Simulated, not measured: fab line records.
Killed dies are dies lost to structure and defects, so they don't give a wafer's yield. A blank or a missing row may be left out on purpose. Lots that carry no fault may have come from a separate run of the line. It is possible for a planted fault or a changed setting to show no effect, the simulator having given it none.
Matching of chambers -- flow n5 finfet -- rie si-01 running N5_BEOL_M0_SAQP_MANDREL2_REMOVE_110: 4 sister chambers
The step chemistry HBr/Cl2/O2, target a-Si, stops on SiCN, bt time 10 s. 4 wafers are shown with their chamber, then 7 later ones without.

== WAFERS WITH THEIR CHAMBER ==
wafer,chamber,drypump motor current A (A)
L085.3,3,6.7
L085.4,2,5.8
L088.1,1,5.4
L088.3,0,6.1

== WAFERS WITHOUT THEIR CHAMBER ==
wafer,drypump motor current A (A)
L088.6,6.7
L095.2,6.1
L095.3,5.4
L095.5,5.8
L096.2,6.2
L096.4,6.7
L096.6,6.7

== THE CHAMBER EACH PASSED THROUGH ==
wafer,from the rows above,in truth
L088.6,3,3
L095.2,0,0
L095.3,1,1
L095.5,2,2
L096.2,0,0
L096.4,3,3
L096.6,3,3
Correct placement for 7 of the 7. Not placeable from these rows: 0. 0 placed wrongly.
How it was worked out, from the rows above alone: a wafer's distance from a chamber is the root of the sum, over the readings, of the square of ((its reading less the chamber's mean) divided by the reading's scatter). If the next closest chamber is less than 2 further off than the closest, the wafer can't be placed; otherwise it belongs to the closest. For every chamber, the mean is computed from those of its wafers that are shown. The scatter (one wafer shown for each chamber): square how far every hidden wafer sits from the nearest shown wafer, average those squares and take the square root.
